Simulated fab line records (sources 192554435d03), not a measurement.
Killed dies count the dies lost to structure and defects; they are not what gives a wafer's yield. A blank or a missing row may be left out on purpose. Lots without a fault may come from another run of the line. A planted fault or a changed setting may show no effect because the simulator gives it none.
Chamber matching :: flow n5 finfet :: N5_BEOL_M5_CMP_52 on cmp-02 has 4 sister chambers
The step polishes, stops on SiCOH lowk, t overpolish 6.9 s, target thk 62 nm. 16 wafers are shown with their chamber, then 8 later ones without.

== WAFERS WITH THEIR CHAMBER ==
wafer: L074.1
chamber: 3
motor current A (A): 6.5
barrier field endpoint s (s): 24.7
time to endpoint s (s): 62

wafer: L074.4
chamber: 1
motor current A (A): 5.8
barrier field endpoint s (s): 23.4
time to endpoint s (s): 58

wafer: L074.6
chamber: 0
motor current A (A): 5.8
barrier field endpoint s (s): 24.8
time to endpoint s (s): 64

wafer: L075.1
chamber: 1
motor current A (A): 6.0
barrier field endpoint s (s): 23.4
time to endpoint s (s): 61

wafer: L075.2
chamber: 2
motor current A (A): 6.5
barrier field endpoint s (s): 24.1
time to endpoint s (s): 65

wafer: L075.6
chamber: 0
motor current A (A): 6.3
barrier field endpoint s (s): 24.2
time to endpoint s (s): 62

wafer: L077.4
chamber: 2
motor current A (A): 6.6
barrier field endpoint s (s): 24.5
time to endpoint s (s): 63

wafer: L077.5
chamber: 3
motor current A (A): 6.4
barrier field endpoint s (s): 24.7
time to endpoint s (s): 60

wafer: L077.6
chamber: 0
motor current A (A): 6.0
barrier field endpoint s (s): 24.8
time to endpoint s (s): 60

wafer: L083.2
chamber: 1
motor current A (A): 5.9
barrier field endpoint s (s): 23.8
time to endpoint s (s): 61

wafer: L083.3
chamber: 2
motor current A (A): 6.5
barrier field endpoint s (s): 25.5
time to endpoint s (s): 68

wafer: L083.6
chamber: 3
motor current A (A): 6.4
barrier field endpoint s (s): 24.6
time to endpoint s (s): 61

wafer: L086.2
chamber: 2
motor current A (A): 6.6
barrier field endpoint s (s): 24.7
time to endpoint s (s): 63

wafer: L086.4
chamber: 3
motor current A (A): 6.2
barrier field endpoint s (s): 25.2
time to endpoint s (s): 61

wafer: L086.5
chamber: 3
motor current A (A): 6.4
barrier field endpoint s (s): 24.2
time to endpoint s (s): 62

wafer: L090.2
chamber: 0
motor current A (A): 5.8
barrier field endpoint s (s): 24.0
time to endpoint s (s): 61

SIGNATURES, as means of the wafers listed above
reading: motor current A
chamber 0: 5.975
chamber 1: 5.900
chamber 2: 6.550
chamber 3: 6.380
scatter within a chamber: 0.143

reading: barrier field endpoint s
chamber 0: 24.450
chamber 1: 23.533
chamber 2: 24.700
chamber 3: 24.680
scatter within a chamber: 0.425

reading: time to endpoint s
chamber 0: 61.75
chamber 1: 60.00
chamber 2: 64.75
chamber 3: 61.20
scatter within a chamber: 1.69
Rule: for each reading, subtract the chamber's mean from the wafer's reading, divide by that reading's scatter and square the result; add these up over the readings and take the root, which gives the wafer's distance from the chamber. If the next closest chamber is less than 2 further off than the closest, the wafer can't be placed; otherwise it belongs to the closest. How the scatter is found: for the shown wafers, subtract from each reading the mean of its chamber, square and add these, divide the total by (wafers less chambers), then take the root.

== WAFERS WHOSE CHAMBER IS MISSING ==
wafer: L090.4
motor current A (A): 6.4
barrier field endpoint s (s): 24.2
time to endpoint s (s): 60

wafer: L090.6
motor current A (A): 6.4
barrier field endpoint s (s): 24.7
time to endpoint s (s): 65

wafer: L088.2
motor current A (A): 6.5
barrier field endpoint s (s): 24.5
time to endpoint s (s): 59

wafer: L088.3
motor current A (A): 6.9
barrier field endpoint s (s): 24.6
time to endpoint s (s): 64

wafer: L088.6
motor current A (A): 6.7
barrier field endpoint s (s): 24.7
time to endpoint s (s): 60

wafer: L093.2
motor current A (A): 6.2
barrier field endpoint s (s): 24.0
time to endpoint s (s): 60

wafer: L093.4
motor current A (A): 6.6
barrier field endpoint s (s): 25.5
time to endpoint s (s): 66

wafer: L093.6
motor current A (A): 6.0
barrier field endpoint s (s): 24.7
time to endpoint s (s): 60

== WHICH CHAMBER EACH WENT THROUGH ==
wafer: L090.4
from the rows above: can't be placed: 3 or 0 or 2
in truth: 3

wafer: L090.6
from the rows above: can't be placed: 2 or 3
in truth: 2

wafer: L088.2
from the rows above: can't be placed: 3 or 2
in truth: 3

wafer: L088.3
from the rows above: can't be placed: 2 or 3
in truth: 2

wafer: L088.6
from the rows above: can't be placed: 3 or 2
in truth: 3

wafer: L093.2
from the rows above: can't be placed: 3 or 0 or 1 or 2
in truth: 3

wafer: L093.4
from the rows above: can't be placed: 2 or 3
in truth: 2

wafer: L093.6
from the rows above: can't be placed: 0 or 3 or 1
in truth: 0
Correctly placed: 0 of 8. From these rows, 8 cannot be placed; in 8 the true chamber is one of the candidates. Number placed wrongly: 0.
